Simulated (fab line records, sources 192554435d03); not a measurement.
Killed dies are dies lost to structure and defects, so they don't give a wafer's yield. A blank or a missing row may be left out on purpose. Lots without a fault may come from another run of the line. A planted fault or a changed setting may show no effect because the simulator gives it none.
Chamber matching | flow n5_finfet | N5_BEOL_M5_CURE_80 on uv_cure-03: 3 sister chambers
The step cures SiCOH lowk, time 120 s. 6 wafers are shown with their chamber, then 8 later ones without.

WAFERS WITH THEIR CHAMBER
wafer  | chamber | wafer_temp_C_max | lamp_power_pct (%)
L080.5 | 2       | 372.3            | 52.34
L086.3 | 1       | 372.2            | 52.19
L086.6 | 1       | 372.3            | 52.33
L090.2 | 0       | 371.5            | 52.31
L090.6 | 0       | 371.9            | 52.35
L093.2 | 2       | 372.2            | 52.39

WAFERS WITHOUT THEIR CHAMBER
wafer  | wafer_temp_C_max | lamp_power_pct (%)
L093.3 | 372.0            | 52.32
L093.6 | 371.8            | 52.34
L094.1 | 371.3            | 52.40
L094.2 | 371.5            | 52.43
L094.4 | 371.3            | 52.33
L096.1 | 372.5            | 52.28
L096.3 | 371.2            | 52.22
L096.5 | 371.2            | 52.27

WHICH CHAMBER EACH WENT THROUGH
wafer  | from the rows above          | in truth
L093.3 | can't be placed: 2 or 1 or 0 | 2
L093.6 | 0                            | 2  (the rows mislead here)
L094.1 | 0                            | 0
L094.2 | 0                            | 0
L094.4 | 0                            | 0
L096.1 | can't be placed: 1 or 2      | 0
L096.3 | 0                            | 0
L096.5 | 0                            | 0
Placed correctly: 5 of 8. Can't be placed from these rows: 2 (the true chamber is among the candidates in 1). Placed wrongly: 1.
How it was worked out, from the rows above alone: a wafer's distance from a chamber is the root of the sum, over the readings, of the square of ((its reading less the chamber's mean) divided by the reading's scatter). The wafer belongs to the nearest chamber; if the next one is less than 2 further off, it can't be placed. A chamber's mean is the mean of its shown wafers. The scatter: the root of (the sum of the squares of (reading less its chamber's mean) over the shown wafers, divided by (wafers less chambers)).
